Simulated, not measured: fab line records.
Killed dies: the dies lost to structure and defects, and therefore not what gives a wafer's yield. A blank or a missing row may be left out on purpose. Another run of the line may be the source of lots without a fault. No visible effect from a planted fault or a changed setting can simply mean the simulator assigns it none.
Chamber matching | flow nand_harc | 4 sister chambers for NHARC_A_CHANNEL_HOLE_D1_ETCH_44 on rie_diel-13
The step etches the open film in CF4/O2, target depth 140 nm, overetch 14 nm, time 77 s. 18 wafers are shown with their chamber, then 9 later ones without.

== EACH WAFER AND ITS CHAMBER ==
wafer  | chamber | drypump_motor_current_A (A) | oes_product_au (a.u.) | rf_vpp_V (V)
L076.3 | 1       | 5.8                         | 1.005                 | 199.0
L076.5 | 2       | 5.5                         | 0.972                 | 199.0
L076.6 | 3       | 5.8                         | 1.007                 | 198.2
L075.1 | 1       | 5.8                         | 1.004                 | 198.6
L075.5 | 3       | 5.9                         | 1.004                 | 198.2
L075.6 | 0       | 4.9                         | 1.017                 | 199.3
L079.1 | 0       | 4.9                         | 1.006                 | 199.4
L079.2 | 3       | 5.9                         | 0.999                 | 197.6
L079.6 | 3       | 5.8                         | 0.995                 | 196.5
L085.2 | 1       | 5.8                         | 1.007                 | 197.5
L085.4 | 0       | 4.9                         | 1.006                 | 198.2
L085.6 | 0       | 4.9                         | 1.009                 | 198.3
L088.1 | 2       | 5.5                         | 0.988                 | 197.6
L088.3 | 1       | 5.8                         | 1.007                 | 197.6
L088.6 | 3       | 5.9                         | 1.007                 | 196.9
L089.4 | 2       | 5.5                         | 0.985                 | 198.5
L089.5 | 2       | 5.5                         | 0.981                 | 199.3
L089.6 | 1       | 5.8                         | 0.998                 | 197.2

SIGNATURES, as means of the wafers listed above
reading                 | chamber 0 | chamber 1 | chamber 2 | chamber 3 | scatter within a chamber
drypump_motor_current_A | 4.900     | 5.800     | 5.500     | 5.860     | 0.0293
oes_product_au          | 1.00950   | 1.00420   | 0.98150   | 1.00240   | 0.00529
rf_vpp_V                | 198.800   | 197.980   | 198.600   | 197.480   | 0.739
Rule: distance of a wafer from a chamber = root of the sum over the readings of ((wafer's reading minus chamber's mean) / reading's scatter) squared. If the next closest chamber is less than 2 further off than the closest, the wafer can't be placed; otherwise it belongs to the closest. How the scatter is found: for the shown wafers, subtract from each reading the mean of its chamber, square and add these, divide the total by (wafers less chambers), then take the root.

== WAFERS WITHOUT THEIR CHAMBER ==
wafer  | drypump_motor_current_A (A) | oes_product_au (a.u.) | rf_vpp_V (V)
L090.1 | 4.9                         | 1.011                 | 199.4
L090.4 | 5.8                         | 1.000                 | 199.0
L090.5 | 5.8                         | 1.001                 | 196.8
L094.1 | 5.5                         | 0.986                 | 199.0
L094.2 | 4.9                         | 0.994                 | 198.4
L094.4 | 5.8                         | 0.998                 | 198.6
L097.1 | 4.9                         | 1.001                 | 199.1
L097.2 | 5.8                         | 1.021                 | 197.2
L097.4 | 5.8                         | 1.003                 | 200.2

== EACH ONE'S CHAMBER ==
wafer  | from the rows above     | in truth
L090.1 | 0                       | 0
L090.4 | can't be placed: 1 or 3 | 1
L090.5 | can't be placed: 1 or 3 | 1
L094.1 | 2                       | 2
L094.2 | 0                       | 0
L094.4 | can't be placed: 1 or 3 | 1
L097.1 | 0                       | 0
L097.2 | can't be placed: 1 or 3 | 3
L097.4 | can't be placed: 1 or 3 | 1
Correct placement for 4 of the 9. Cannot be placed on the basis of these rows: 5; the candidates contain the true chamber in 5. 0 placed wrongly.
